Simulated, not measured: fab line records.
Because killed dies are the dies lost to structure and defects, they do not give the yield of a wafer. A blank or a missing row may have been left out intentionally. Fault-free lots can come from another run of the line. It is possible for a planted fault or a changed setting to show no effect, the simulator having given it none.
2 desks, one fault ; flow nand_harc ; numbers are kept per desk, each desk with only its own; the story behind them comes last

FROM THE METROLOGY DESK
Means of the sampled wafers that have a number, per lot and without regard to the tool the lot ran on: this is what the gauges read. The brackets show how far a lot's mean lies from the usual mean; more than 4 standard deviations puts the lot out of limits, marked OUT.
Columns: A = cd_nm at NHARC_A_SGD_CUT_CD_MEAS_09, usual 100.2 nm
lot;first seen here;A
L182;day 13 09:32;100.9
L183;day 13 23:53;100.3
L184;day 14 04:00;100.3
L187;day 15 01:50;100.5
L188;day 16 00:53;100.1
L190;day 16 03:21;99.9
L195;day 16 21:40;99.9
L193;day 16 22:05;100.1
L194;day 17 12:25;100.1
L198;day 17 12:34;100.0
L197;day 17 21:56;100.6
L201;day 18 01:50;100.7
L199;day 18 08:34;100.2
L205;day 19 06:00;100.7
Result from this desk: across the 14 lots, nothing is out of limits.

TOOL OWNER'S DESK, pecvd-02
The tool's own readings at NHARC_A_SGD_CUT_DEP_00 (deposits SiNx, target thk 50 nm): means of the sampled wafers that have a number, for each lot that ran on this tool. The brackets show how far a lot's mean lies from the usual mean; more than 4 standard deviations puts the lot out of limits, marked OUT.
Columns: A = heater_power_w at NHARC_A_SGD_CUT_DEP_00, usual 696 W; B = rf_fwd_power_W at NHARC_A_SGD_CUT_DEP_00, usual 448.3 W
lot;first seen here;A;B
L184;day 14 03:24;661;449.2
L190;day 16 02:32;654;449.5
L195;day 16 20:56;700;447.8
L193;day 16 21:22;680;447.2
L198;day 17 11:55;686;449.4
L197;day 17 21:23;691;472.0 (+17) OUT
L201;day 18 01:14;683;473.0 (+18) OUT
Finding of this desk: L197, L201 out of limits; the first was L197 at day 17 21:23, on rf_fwd_power_W at NHARC_A_SGD_CUT_DEP_00. L184, L190, L195, L193, L198: within limits.

ALL TOGETHER
At day 17 21:23, on L197, L201, the tool owner's desk was in a position to raise an alarm.
The metrology desk saw nothing out of limits.
The metrology desk holds a record of L197, L201, inside its limits.
Every lot named ran NHARC_A_SGD_CUT_DEP_00 on pecvd-02.

WHAT HAD BEEN PUT IN BY THE SIMULATOR
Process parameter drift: pecvd-02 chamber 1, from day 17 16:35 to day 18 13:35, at NHARC_A_SGD_CUT_DEP_00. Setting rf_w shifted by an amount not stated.
Shown lots that were struck: L197, L201.
Each desk's first reading out of limits, in hours after the fault started: the tool owner's desk, 5.
